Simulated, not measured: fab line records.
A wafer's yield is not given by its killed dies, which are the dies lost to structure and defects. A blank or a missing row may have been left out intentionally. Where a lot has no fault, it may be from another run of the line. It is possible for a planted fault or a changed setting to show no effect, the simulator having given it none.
A struck lot beside a sound one + flow n5Finfet + 36 steps out of a route of 1938
Sound: wafers L788.1, L788.3, L788.4. Struck: wafer L800.1. (L800.3, L800.6 of the same lot were not struck and are left out.) The cause comes at the end.
For every step that has rows: the tool of each side, followed by ch and its chambers, followed by its first start. Under that, the readings that differ: sound wafers + struck wafers + difference of the means + sigmas: that difference in standard deviations of wafers without a fault.
alike: readings whose means differ by less than 2 such deviations, and words and numbers that are the same on both sides. not compared: withheld readings, readings that some wafer has no value for, bounds like >300 that may hide the same value, and numbers for which the record gives no deviation and whose values overlap.
Wherever a step has rows on one side only, a row that says differs or no value, or a row with sigmas, the two part there. Non-overlapping numbers with no deviation appear without sigmas and do not part them. A reading that every wafer of one side lacks parts them only if that side has two wafers or more.

first, 11 steps without rows for these wafers: N5_PMOS_HMC_CHANNEL_EPI_PRECLEAN_36 (cleans in O3/DIW, time 45 s); N5_PMOS_HMC_CHANNEL_EPI_PRECLEAN_18 (cleans in DHF, time 30 s); N5_PMOS_HMC_CHANNEL_EPI_SRD_19 (time 30 s); N5_PMOS_HMC_CHANNEL_EPI_EPI_20 (deposits SiGe30, target thk 59 nm); N5_PMOS_HMC_CHANNEL_EPI_HM_STRIP_35 (strips SiO2 in dHF, material SiO2, target depth 39.6 nm, time 216 s); N5_PMOS_HMC_CHANNEL_EPI_SRD_39 (time 30 s); N5_PMOS_HMC_CHANNEL_EPI_CMP_21 (polishes SiGe30, target thk 54 nm); N5_PMOS_HMC_CHANNEL_EPI_PRECLEAN_40 (cleans in DHF, time 30 s); N5_PMOS_HMC_CHANNEL_EPI_PRECLEAN_37 (cleans in O3/DIW, time 45 s); N5_PMOS_HMC_CHANNEL_EPI_PRECLEAN_24 (cleans in DHF, time 30 s); N5_PMOS_HMC_CHANNEL_EPI_SRD_25 (time 30 s).
N5_PMOS_HMC_CHANNEL_EPI_EPI_26: deposits Si from SiH4/H2, target thk 3.8 nm, time 22.7 s.
  sound on epiRpcvd-03 ch 0, day 1 19:38; struck on epiRpcvd-03 ch 0, day 4 19:20
| reading                                            | sound             | struck | difference | sigmas |
|----------------------------------------------------|-------------------|--------|------------|--------|
| model.Si_of_PMOS_HMC_CHANNEL_EPI_EPI_26.thkNm (nm) | 3.897 3.917 3.929 | 5.376  | +1.462     |        |
  alike: throttleValvePct
then, 22 steps without rows for these wafers: N5_FIN_SAQP_PRECLEAN_42 (cleans in O3/DIW, time 60 s); N5_FIN_SAQP_PRECLEAN_00 (cleans in SC1, time 60 s); N5_FIN_SAQP_PRECLEAN_44 (cleans in SC2, time 45 s); N5_FIN_SAQP_SRD_01 (time 30 s); N5_FIN_SAQP_ALD_61 (deposits SiO2, target thk 4 nm, pulse time 1 s, purge time 2 s); N5_FIN_SAQP_DENSIFY_62 (time 60 s); N5_FIN_SAQP_HM_DEP_03 (deposits SiNx from SiH4/NH3/N2, target thk 38 nm, time 33.6 s); N5_FIN_SAQP_PECVD_47 (deposits a-Si from SiH4/He, target thk 45 nm, time 36.3 s); N5_FIN_SAQP_PECVD_48 (deposits SiNx from SiH4/NH3/N2, target thk 25 nm, time 22.1 s); N5_FIN_SAQP_PECVD_06 (deposits a-Si from SiH4/He, target thk 60 nm, time 48.1 s); N5_FIN_SAQP_HM_DEP_72 (deposits SiO2 from SiH4/N2O, target thk 12 nm, time 7.2 s); N5_FIN_SAQP_COAT_49 (time 60 s, resist thk 100 nm); N5_FIN_SAQP_COAT_50 (time 60 s, resist thk 35 nm); N5_FIN_SAQP_COAT_10 (resist thk 90 nm); N5_FIN_SAQP_EBR_12; N5_FIN_SAQP_SOFTBAKE_11 (time 60 s); N5_FIN_SAQP_EXPOSE_13 (exposes mask FIN CORE, target cd 35.6 nm); N5_FIN_SAQP_PEB_14 (peb time 60 s); N5_FIN_SAQP_DEVELOP_15 (develop time 30 s); N5_FIN_SAQP_DESCUM_21 (chemistry O2, time 7.9 s); N5_FIN_SAQP_ETCH_51 (etches SiARC in CF4, target depth 45.5 nm, time 75.8 s); N5_FIN_SAQP_ETCH_52 (etches SOC in N2/H2, target depth 100 nm, overetch 20 nm, time 150 s).
N5_STI_FIN_REVEAL_CLEAN_19: cleans in O3/DIW, time 120 s.
  sound on wetBench-01 ch 2,4,5, day 2 12:21; struck on wetBench-05 ch 0, day 5 12:26
| reading                                            | sound       | struck | difference | sigmas |
|----------------------------------------------------|-------------|--------|------------|--------|
| model.Si_of_PMOS_HMC_CHANNEL_EPI_EPI_26.thkNm (nm) | 2.6 2.6 2.6 | 4      | +1         |        |
-- here the record skips 6 days between the struck wafers' starts before and after, leaving off in module STI_FIN_REVEAL and picking up in module BEOL_M4 (first step shown: number 1111 of the route) --
N5_BEOL_M4_RC_MEAS_101:
  sound on prober-01 ch 0, day 8 10:00; struck on prober-02 ch 0, day 11 02:05
| reading       | sound          | struck | difference | sigmas |
|---------------|----------------|--------|------------|--------|
| ION_P (uA/um) | 465 467 468    | 445    | -22        | -2     |
| SS_N (mV/dec) | 71.0 70.3 70.6 | 71.9   | +1.3       | +2     |
| VT_P (mV)     | -252 -247 -248 | -257   | -8         | -2     |
  alike: DIBL_N, DIBL_P, IOFF_N, IOFF_P, ION_N, SS_P, VT_N

== WHERE THEY PART ==
N5_BEOL_M4_RC_MEAS_101 only, going by this record.

WHY: what had been put in by the simulator
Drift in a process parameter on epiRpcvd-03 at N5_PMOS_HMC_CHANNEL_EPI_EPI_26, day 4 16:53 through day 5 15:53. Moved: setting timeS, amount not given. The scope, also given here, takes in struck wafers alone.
